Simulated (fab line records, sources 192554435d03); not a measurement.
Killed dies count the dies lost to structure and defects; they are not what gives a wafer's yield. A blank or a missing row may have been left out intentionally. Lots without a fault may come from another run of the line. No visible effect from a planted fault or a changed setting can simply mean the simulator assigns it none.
Which tool was responsible?    flow n5Finfet    30 wafers from 10 lots sampled at 4 of the route's 1938 steps

WHAT THE GAUGES READ, wafer by wafer
N5_BEOL_M15_INSPECT_55: inspects for defects (darkfield).
lot   measured      on                rawDefectCount
L625  day 13 10:50  defectInspect-01  61 95 78
L626  day 14 08:35  defectInspect-02  77 49 51
L636  day 16 10:23  defectInspect-01  63 58 671
L637  day 16 15:52  defectInspect-01  658 84 41
L640  day 17 16:47  defectInspect-02  81 89 70
L644  day 18 12:46  defectInspect-02  47 41 52
L642  day 18 13:41  defectInspect-02  75 90 61
L646  day 19 13:15  defectInspect-01  88 40 77
L648  day 19 22:27  defectInspect-01  72 41 48
L645  day 20 09:17  defectInspect-01  95 60 89

WHAT TOOL EACH LOT RAN ON (gives the tool, then ch and the chambers of the sampled wafers, and finally the start)
lot   N5_BEOL_M15_SPUTTER_45       N5_BEOL_M15_ANNEAL_48            N5_BEOL_M15_CMP_49
L625  pvdSputter-03, day 13 09:43  rtpAnneal-01 ch 0, day 13 10:07  cmp-02 ch 0,2,3, day 13 10:28
L626  pvdSputter-01, day 14 07:29  rtpAnneal-02 ch 0, day 14 07:53  cmp-03 ch 1,2,3, day 14 08:11
L636  pvdSputter-02, day 16 09:17  rtpAnneal-01 ch 0, day 16 09:41  cmp-03 ch 0,2,3, day 16 10:01
L637  pvdSputter-03, day 16 14:30  rtpAnneal-01 ch 0, day 16 15:06  cmp-03 ch 0,1,3, day 16 15:29
L640  pvdSputter-01, day 17 15:41  rtpAnneal-01 ch 0, day 17 16:05  cmp-02 ch 0,2,3, day 17 16:25
L644  pvdSputter-01, day 18 11:40  rtpAnneal-01 ch 0, day 18 12:01  cmp-02 ch 1,2,3, day 18 12:23
L642  pvdSputter-01, day 18 12:14  rtpAnneal-02 ch 0, day 18 12:56  cmp-02 ch 0,3, day 18 13:17
L646  pvdSputter-02, day 19 12:07  rtpAnneal-01 ch 0, day 19 12:28  cmp-01 ch 1,2,3, day 19 12:46
L648  pvdSputter-02, day 19 21:19  rtpAnneal-02 ch 0, day 19 21:50  cmp-01 ch 0,1, day 19 22:00
L645  pvdSputter-02, day 20 07:48  rtpAnneal-01 ch 0, day 20 08:33  cmp-02 ch 1,2, day 20 08:50
- N5_BEOL_M15_SPUTTER_45: material Cu, target thk 100 nm, time 16.67 s.
- N5_BEOL_M15_ANNEAL_48: time 90 s.
- N5_BEOL_M15_CMP_49: polishes, stops on SiO2, t overpolish 4.9 s, target thk 850 nm.

THE ANSWER, worked out from the rows above alone
Rule: what is usual is taken from the lots themselves. The widest of any qualifying gaps counts: lots, ordered by their means at a reading, are off when they make up no more than a third of the lots, leave a main group of 4 or more, and stand apart from it by 3 or more times the standard deviation of that group's means. The tables above print the reading to a certain number of digits; a main group whose means all agree to those digits is not used. A lot without any number at a reading at which 4 lots or more have one is off too. Where the step has rows for the other lots, those lots are counted as sound.
Off at N5_BEOL_M15_INSPECT_55 (rawDefectCount): L636, L637. The main group has a mean of 68 with a standard deviation of 12.
A tool fits if, at a process step before that reading, it ran every lot that is off, and no sound lot after the first of them. Gauges at N5_BEOL_M15_INSPECT_55: tried the same way as those tools. One candidate fits, namely cmp-03 at N5_BEOL_M15_CMP_49. A fault onset in the window from L626 (day 14 08:11, its last sound lot) to L636 (day 16 10:01, its first lot off) fits.

WHAT THE SIMULATOR HAD INSERTED
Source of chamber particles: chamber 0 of cmp-03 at N5_BEOL_M15_CMP_49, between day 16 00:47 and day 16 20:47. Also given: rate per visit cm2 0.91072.
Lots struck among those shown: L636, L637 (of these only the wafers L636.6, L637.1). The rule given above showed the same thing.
